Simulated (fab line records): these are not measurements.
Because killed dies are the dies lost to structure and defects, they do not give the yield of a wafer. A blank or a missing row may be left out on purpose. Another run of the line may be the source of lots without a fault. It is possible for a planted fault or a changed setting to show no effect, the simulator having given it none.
What tool caused it?	flow nand_harc	Sampling: 6 lots, 18 wafers, 4 of 1302 route steps

WHAT EACH GAUGE READ, for each wafer
NHARC_END_SORT_01.
lot	measured	on	killed_at_periphery
L944	day 26 06:44	prober-02	1 0 3
L946	day 27 06:13	prober-02	0 4 4
L950	day 29 02:29	prober-02	602 5 5
L956	day 31 04:32	prober-02	2 5 4
L958	day 32 19:46	prober-01	0 6 3
L960	day 33 03:04	prober-01	0 2 2

WHAT TOOL EACH LOT RAN ON (gives the tool, then ch and the chambers of the sampled wafers, and finally the start)
lot	NHARC_P_M1_CMP_23	NHARC_P_M1_DEP_33	NHARC_P_M2_ETCH_28
L944	cmp-01 ch 0,1,2, day 8 07:44	pecvd-01 ch 0, day 8 08:26	rie_diel-02 ch 1,2, day 8 10:49
L946	cmp-02 ch 0,1,2, day 9 09:51	pecvd-02 ch 0,1, day 9 10:28	rie_diel-07 ch 0,3, day 9 12:28
L950	cmp-02 ch 0,2, day 10 22:27	pecvd-04 ch 1,2, day 10 23:05	rie_diel-07 ch 0,2, day 11 01:08
L956	cmp-02 ch 0,1,2, day 13 10:18	pecvd-04 ch 0,1, day 13 10:53	rie_diel-06 ch 0,2,3, day 13 12:56
L958	cmp-01 ch 0,1,2, day 14 10:33	pecvd-04 ch 1,2, day 14 11:49	rie_diel-06 ch 0,2,3, day 14 13:47
L960	cmp-01 ch 0,1,2, day 14 20:44	pecvd-01 ch 0,1, day 14 21:24	rie_diel-07 ch 0,1,3, day 14 23:25
- NHARC_P_M1_CMP_23: polishes, t overpolish 20 s, target thk 157.82 nm.
- NHARC_P_M1_DEP_33: deposits SiCN, target thk 30 nm.
- NHARC_P_M2_ETCH_28: etches the open film in CF4/N2, target depth 30 nm, time 72.99 s.

THE ANSWER, worked out from the rows above alone
Rule: the lots themselves supply what counts as usual. The widest of any qualifying gaps counts: lots, ordered by their means at a reading, are off when they make up no more than a third of the lots, leave a main group of 4 or more, and stand apart from it by 3 or more times the standard deviation of that group's means. A main group is skipped when, at the precision printed for the reading in the tables above, its means are all equal. Also off: a lot with no number at a reading for which 4 or more lots have one. Any other lot the step has rows for is counted as sound.
Off: L950, at NHARC_END_SORT_01 (killed_at_periphery). The main group: mean 2.4, standard deviation 0.93.
A tool fits if, at a process step before that reading, it ran every lot that is off, and no sound lot after the first of them. Gauges at NHARC_END_SORT_01: tried the same way as those tools. Of those tried, none fits.

WHAT HAD BEEN PUT IN BY THE SIMULATOR
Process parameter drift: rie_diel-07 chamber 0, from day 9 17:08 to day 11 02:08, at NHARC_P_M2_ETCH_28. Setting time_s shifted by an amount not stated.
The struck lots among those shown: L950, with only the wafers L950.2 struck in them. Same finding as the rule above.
